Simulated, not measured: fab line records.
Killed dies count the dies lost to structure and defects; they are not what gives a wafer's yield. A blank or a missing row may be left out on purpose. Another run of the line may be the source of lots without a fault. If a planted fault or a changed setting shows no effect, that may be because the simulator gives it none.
What tool caused it? -- flow n5Finfet -- 10 lots, 29 wafers sampled, at 1 step of a route of 1938

## WHAT THE GAUGES SHOWED, per wafer
N5_MOL_CONTACT_COAG_INSPECT_10: inspects for defects (brightfield).
lot,measured,on,rawDefectCount
L347,day 4 20:56,defectInspect-02,78 56 48
L352,day 6 06:50,defectInspect-02,27 102 86
L353,day 6 10:48,defectInspect-01,58 69 98
L354,day 6 15:13,defectInspect-01,38 45 54
L355,day 6 22:04,defectInspect-02,68 69 93
L356,day 7 02:17,defectInspect-01,65 107 59
L359,day 7 23:50,defectInspect-02,66 78 50
L360,day 8 04:28,defectInspect-02,62 65 57
L361,day 8 08:28,defectInspect-02,79 51
L368,day 10 05:30,defectInspect-01,104 70 141

## WHAT TOOL EACH LOT RAN ON (gives the tool, then ch and the chambers of the sampled wafers, and finally the start)
Before these readings, the record contains no process step.

## THE ANSWER, worked out from the rows above alone
Rule: what is usual is taken from the lots themselves. The widest of any qualifying gaps counts: lots, ordered by their means at a reading, are off when they make up no more than a third of the lots, leave a main group of 4 or more, and stand apart from it by 3 or more times the standard deviation of that group's means. Not used: any main group whose means are identical at the precision the tables above print for the reading. A lot without any number at a reading at which 4 lots or more have one is off too. All remaining lots with rows at the step are treated as sound.
No lot is off on any of the readings shown, so nothing can be concluded from this.

## WHAT THE SIMULATOR HAD INSERTED
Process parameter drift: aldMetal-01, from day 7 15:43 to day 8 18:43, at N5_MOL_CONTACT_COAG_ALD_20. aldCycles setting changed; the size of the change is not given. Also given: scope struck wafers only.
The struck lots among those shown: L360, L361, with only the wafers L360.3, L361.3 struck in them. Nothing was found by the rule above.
